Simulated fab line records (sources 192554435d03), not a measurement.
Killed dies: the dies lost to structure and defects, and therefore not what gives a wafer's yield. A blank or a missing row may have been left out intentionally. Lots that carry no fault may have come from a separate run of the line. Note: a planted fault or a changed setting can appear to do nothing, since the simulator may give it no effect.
A struck lot beside a sound one	flow n5Finfet	42 out of 1938 route steps
Sound: the wafers L569.1, L569.2, L569.5. Wafers struck: L575.3, L575.4, L575.6. Last of all comes the cause.
At each step with rows: each side's tool, then ch and its chambers, then its first start. Under that, the readings that differ: sound wafers	struck wafers	difference of the means	sigmas: that difference in standard deviations of wafers without a fault.
alike: readings with means less than 2 such deviations apart, plus words and numbers identical on both sides. not compared: withheld readings, readings lacking a value on some wafer, bounds such as >300 that could conceal the same value, and numbers that have no deviation in the record and whose values overlap.
A row with sigmas, a row that says differs or no value, or rows on one side alone: a step with any of these is where the two part. Numbers that have no deviation but don't overlap get no sigmas and don't part them. Lack of a reading on every wafer of one side parts them only where that side has two or more wafers.

first, 12 steps without rows for these wafers: N5_SD_EPI_N_STRIP_36 (strips in N2/H2); N5_SD_EPI_N_ETCHBACK_44 (etches SiNx in CH3F/O2, stops on SiO2, target depth 14.5 nm); N5_SD_EPI_N_ETCH_45 (etches SiOCN in CH3F/O2, target depth 6 nm); N5_SD_EPI_N_ETCH_16 (etches SiO2 in CHF3/O2, target depth 5 nm); N5_SD_EPI_N_STRIP_47 (strips in CHF3/O2); N5_SD_EPI_N_SD_RECESS_17 (chemistry HBr/Cl2/O2, target depth 41 nm, time 23.7 s, bt time 3 s); N5_SD_EPI_N_STRIP_38 (strips in N2/H2); N5_SD_EPI_N_WET_ETCH_43 (etches SiO2 in dHF, time 14 s, target depth 1.5 nm); N5_SD_EPI_N_STRIP_18 (strips in SPM, time 750 s); N5_SD_EPI_N_SRD_20 (time 30 s); N5_SD_EPI_N_PRECLEAN_48 (cleans in NF3:NH3, afs cycles 2, time 20 s, sublimation time 60 s); N5_SD_EPI_N_VAPOR_ETCH_50 (etches Si in HCl, time 54 s).
N5_SD_EPI_N_EPI_21: deposits Si:P, time 690 s.
  sound on epiRpcvd-03 ch 0, day 3 22:57; struck on epiRpcvd-03 ch 0, day 5 16:47
reading	sound	struck	difference	sigmas
chamberPressureTorr (Torr)	256.3 255.6 255.1	171.5 171.2 170.4	-84.6	-99 or more
model.Si-P_of_SD_EPI_N_EPI_21.thkNm (nm)	60 60.2 59.6	51 50.8 50.6	-9	
N5_SD_EPI_N_EPI_MEAS_23:
  sound on filmMetro-02, day 4 00:41; struck on filmMetro-02, day 5 18:19
reading	sound	struck	difference	sigmas
thkNm (nm)	60.3 59.7 59.0	50.7 50.9 51.1	-8.8	-7
then, 24 steps without rows for these wafers: N5_SD_EPI_N_PRECLEAN_24 (cleans in O3/DIW, time 60 s); N5_SD_EPI_N_SRD_25 (time 30 s); N5_SD_EPI_N_PRECLEAN_49 (cleans in NF3:NH3, afs cycles 1, time 20 s, sublimation time 60 s); N5_SD_EPI_N_LINER_46 (material SiNx, target thk 3 nm); N5_SD_EPI_P_COAT_34 (time 60 s, resist thk 350 nm); N5_SD_EPI_P_COAT_35 (time 60 s, resist thk 35 nm); N5_SD_EPI_P_COAT_03 (resist thk 150 nm); N5_SD_EPI_P_EBR_05; N5_SD_EPI_P_SOFTBAKE_04 (time 60 s); N5_SD_EPI_P_EXPOSE_06 (exposes mask SD P BLK, target cd 240 nm); N5_SD_EPI_P_PEB_07 (peb time 60 s); N5_SD_EPI_P_DEVELOP_08 (develop time 30 s); N5_SD_EPI_P_DESCUM_14 (chemistry O2, time 7.9 s); N5_SD_EPI_P_ETCH_36 (etches SiARC in CF4, target depth 45.5 nm, time 75.8 s); N5_SD_EPI_P_ETCH_37 (etches SOC in N2/H2, overetch 108 nm, time 486 s); N5_SD_EPI_P_STRIP_38 (strips in N2/H2); N5_SD_EPI_P_ETCHBACK_46 (etches SiNx in CH3F/O2, stops on SiO2, target depth 17.5 nm); N5_SD_EPI_P_ETCH_47 (etches SiOCN in CH3F/O2, target depth 25 nm); N5_SD_EPI_P_ETCH_16 (etches SiO2 in CHF3/O2, target depth 5 nm); N5_SD_EPI_P_STRIP_50 (strips in CHF3/O2); N5_SD_EPI_P_SD_RECESS_17 (chemistry HBr/Cl2/O2, target depth 39.1 nm, bt time 3 s); N5_SD_EPI_P_WET_ETCH_45 (etches SiO2 in dHF, time 10.7 s, target depth 2 nm, rinse time 30 s); N5_SD_EPI_P_STRIP_40 (strips in N2/H2); N5_SD_EPI_P_PRECLEAN_52 (cleans in O3/DIW, time 60 s).
N5_SD_ACTIVATION_RS_MEAS_03: a four-point-probe measurement.
  sound on filmMetro-02, day 4 06:25; struck on filmMetro-02, day 6 00:19
reading	sound	struck	difference	sigmas
RS_SD_N (ohm/sq)	21.4 21.6 21.6	26.2 26.0 26.3	+4.6	+13
  alike: RS_SD_P
N5_MOL_CONTACT_COAG_ETCH_15: etches SiNx in CH3F/O2, stops on Si:P, target depth 7 nm.
  sound on rieDiel-05 ch 0,2, day 5 14:20; struck on rieDiel-04 ch 0,1,2, day 7 05:42
reading	sound	struck	difference	sigmas
model.Si-P_of_SD_EPI_N_EPI_21.thkNm (nm)	59.2 59.4 58.8	50.2 50.2 49.8	-9.1	
  alike: drypumpMotorCurrentA, oesProductAu, rfVppV, showerheadPlenumPTorr, throttleValvePct
  not compared: rfHoursCounterH
-- the record jumps here: 3 days lie between the struck wafers' starts before and after (it left off in module MOL_CONTACT_COAG and takes up again in module BEOL_M4, whose first step shown is number 1111 of the route) --
N5_BEOL_M4_RC_MEAS_101:
  sound on prober-02 ch 0, day 8 13:54; struck on prober-01 ch 0, day 10 06:14
reading	sound	struck	difference	sigmas
REXT_N (ohm.um)	75.5 75.7 75.4	83.8 84.2 83.1	+8.2	+5
RS_SD_N (ohm/sq)	27.8 27.7 28.1	34.2 34.2 34.2	+6.3	+13
  alike: DIBL_N, DIBL_P, IOFF_N, IOFF_P, ION_N, ION_P, SS_N, SS_P, VT_N, VT_P
-- record jumps: 4 days separate the struck wafers' starts on either side; left off in module BEOL_M4, taken up again in module PASSIVATION, whose first shown step is the route's number 1936 --
N5_PASSIVATION_PROBE_49:
  the record has rows for the struck wafers here (prober-01, day 14 06:25) and none for the sound ones

WHERE THEY PART
First at N5_SD_EPI_N_EPI_21; last, within this record, at N5_PASSIVATION_PROBE_49.

WHY: the cause the simulator had injected
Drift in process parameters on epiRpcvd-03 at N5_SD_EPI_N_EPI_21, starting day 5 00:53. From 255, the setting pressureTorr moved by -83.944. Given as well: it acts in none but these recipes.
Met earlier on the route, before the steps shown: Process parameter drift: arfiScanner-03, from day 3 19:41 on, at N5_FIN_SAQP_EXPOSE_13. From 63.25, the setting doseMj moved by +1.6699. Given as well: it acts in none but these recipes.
